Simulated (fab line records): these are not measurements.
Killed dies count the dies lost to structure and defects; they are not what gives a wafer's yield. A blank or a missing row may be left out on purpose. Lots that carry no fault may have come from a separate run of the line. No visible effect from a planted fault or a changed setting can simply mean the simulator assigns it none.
A struck lot beside a sound one	flow n5 finfet	40 out of 1938 route steps
Sound: these wafers, L656.3, L656.4, L656.6. The struck wafers were L662.3, L662.4, L662.5. The cause is given at the end.
Per side, at each step with rows, come the tool, then ch with its chambers, and then its first start. Under that, the readings that differ: sound wafers	struck wafers	difference of the means	sigmas: that difference in standard deviations of wafers without a fault.
alike: words and numbers the same on both sides, and readings whose means are apart by under 2 such deviations; not compared: readings that were withheld, readings missing a value for some wafer, numbers with overlapping values and no deviation given by the record, and bounds like >300 which may hide the same value.
Wherever a step has rows on one side only, a row that says differs or no value, or a row with sigmas, the two part there. Numbers that don't overlap but have no deviation are shown without sigmas and don't part them. A reading that every wafer of one side lacks parts them only if that side has two wafers or more.

first, 11 steps without rows for these wafers: N5_MOL_CONTACT_COAG_DESCUM_13 (chemistry O2, time 7 s); N5_MOL_CONTACT_COAG_ETCH_59 (etches underlayer in N2/H2, target depth 13 nm, time 10.4 s); N5_MOL_CONTACT_COAG_ETCH_105 (etches SiARC in CF4, target depth 15.6 nm, time 26 s); N5_MOL_CONTACT_COAG_ETCH_106 (etches SOC in N2/H2, target depth 80 nm, overetch 16 nm, time 120 s); N5_MOL_CONTACT_COAG_STRIP_107 (strips in N2/H2); N5_MOL_CONTACT_COAG_STRIP_108 (strips in N2/H2); N5_MOL_CONTACT_COAG_CONTACT_ETCH_14 (etches SiO2 in C4F6/O2, target depth 27.5 nm, overetch 8.5 nm, time 20 s); N5_MOL_CONTACT_COAG_STRIP_109 (strips in C4F6/O2); N5_MOL_CONTACT_COAG_ETCH_15 (etches SiNx in CH3F/O2, stops on Si:P, target depth 7 nm); N5_MOL_CONTACT_COAG_ETCH_110 (etches Si in CF4/O2, target depth 2.5 nm, time 8 s); N5_MOL_CONTACT_COAG_STRIP_98 (strips in N2/H2).
N5_MOL_CONTACT_COAG_IMPLANT_129:
  sound on implanter-01 ch 0, day 6 15:22; struck on implanter-01 ch 0, day 8 03:17
reading	sound	struck	difference	sigmas
beam energy keV	2.9989 3.0016 3.0002	9.9916 9.9933 9.9913	+6.9918	+99 or more
end station pressure torr (Torr)	5.6e-06 6.4e-06 6e-06	1.08e-05 1.06e-05 9.8e-06	+4.40e-06	+13
model.implant.rp nm (nm)	6.178 6.178 6.178	12.72 12.72 12.72	+6.54	
model.implant.drp nm (nm)	2.134 2.134 2.134	4.588 4.588 4.588	+2.454	
  alike: dose ions cm2
then, 26 steps without rows for these wafers: N5_MOL_CONTACT_COAG_PRECLEAN_111 (cleans in NF3:NH3, afs cycles 1, time 20 s, sublimation time 60 s); N5_MOL_CONTACT_COAG_TI_SIL_19 (material Ti, target thk 4.2 nm, time 15 s); N5_MOL_CONTACT_COAG_ALD_20 (deposits TiN, target thk 1.5 nm, pulse time 1 s, purge time 3 s); N5_MOL_CONTACT_COAG_SIL_ANNEAL_21 (time 60 s); N5_MOL_CONTACT_COAG_PRE_CLEAN_141 (time 60 s); N5_MOL_CONTACT_COAG_SPUTTER_143 (material Co, target thk 2.5 nm); N5_MOL_CONTACT_COAG_CO_FILL_22 (material Co, precursor CCTBA/H2, target thk 20 nm); N5_MOL_CONTACT_COAG_ANNEAL_113 (time 300 s); N5_MOL_CONTACT_COAG_PRE_CLEAN_142 (time 60 s); N5_MOL_CONTACT_COAG_SPUTTER_130 (material Co, target thk 47.5 nm); N5_MOL_CONTACT_COAG_PRECLEAN_125 (cleans in DIW, time 57.5 s); N5_MOL_CONTACT_COAG_SRD_126 (dry time 32 s); N5_MOL_CONTACT_COAG_CMP_23 (polishes, stops on SiO2, t overpolish 1.5 s, target thk 0 nm); N5_MOL_CONTACT_COAG_WET_ETCH_26 (target Co, target depth 13 nm); N5_MOL_CONTACT_COAG_WET_ETCH_116 (etches the open film in SC1-inhibited, target depth 4.6 nm, rinse time 30 s); N5_MOL_CONTACT_COAG_ALD_27 (deposits SiOC, target thk 17 nm, pulse time 1.5 s, time 2720 s); N5_MOL_CONTACT_COAG_CMP_28 (polishes, stops on SiNx, t overpolish 0.85 s, target thk 14.522 nm); N5_MOL_CONTACT_COAG_ALD_123 (deposits SiNx, target thk 5 nm, pulse time 1 s, purge time 2 s); N5_MOL_CONTACT_COAG_PECVD_31 (deposits SiO2 from TEOS/O2, target thk 46 nm, time 8.9 s); N5_MOL_CONTACT_COAG_COAT_75 (time 60 s, resist thk 60 nm); N5_MOL_CONTACT_COAG_COAT_76 (time 60 s, resist thk 10 nm); N5_MOL_CONTACT_COAG_COAT_77 (time 60 s, resist thk 10 nm); N5_MOL_CONTACT_COAG_COAT_78 (resist thk 40 nm); N5_MOL_CONTACT_COAG_EBR_80; N5_MOL_CONTACT_COAG_SOFTBAKE_79 (time 60 s); N5_MOL_CONTACT_COAG_EXPOSE_81 (exposes mask VG, defocus 0 nm).
-- the record jumps here: 3 days lie between the struck wafers' starts before and after (it left off in module MOL_CONTACT_COAG and takes up again in module BEOL_M4, whose first step shown is number 1111 of the route) --
N5_BEOL_M4_RC_MEAS_101:
  sound on prober-01 ch 0, day 9 08:28; struck on prober-02 ch 0, day 11 09:58
reading	sound	struck	difference	sigmas
IOFF_P (nA/um)	0.25 0.25 0.23	0.15 0.16 0.19	-0.08	-2
ION_P (uA/um)	461 465 467	446 443 447	-19	-3
RC_N (ohm.um)	16.0 15.2 15.3	16.9 16.5 16.7	+1.2	+3
VT_P (mV)	-246 -248 -248	-259 -257 -257	-10	-3
  alike: DIBL_N, DIBL_P, IOFF_N, IOFF_N_LONG, ION_N, SS_N, SS_P, VT_N
-- record jumps: 4 days separate the struck wafers' starts on either side; left off in module BEOL_M4, taken up again in module PASSIVATION, whose first shown step is the route's number 1936 --
N5_PASSIVATION_PROBE_49:
  only the struck wafers here have rows in the record (prober-02, day 15 15:29); the sound ones have none

WHERE THEY PART
Earliest at N5_MOL_CONTACT_COAG_IMPLANT_129; latest, in this record, at N5_PASSIVATION_PROBE_49.

WHY: what the simulator had put in
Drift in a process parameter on implanter-01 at N5_MOL_CONTACT_COAG_IMPLANT_129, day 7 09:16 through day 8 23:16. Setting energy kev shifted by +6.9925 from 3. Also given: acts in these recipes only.
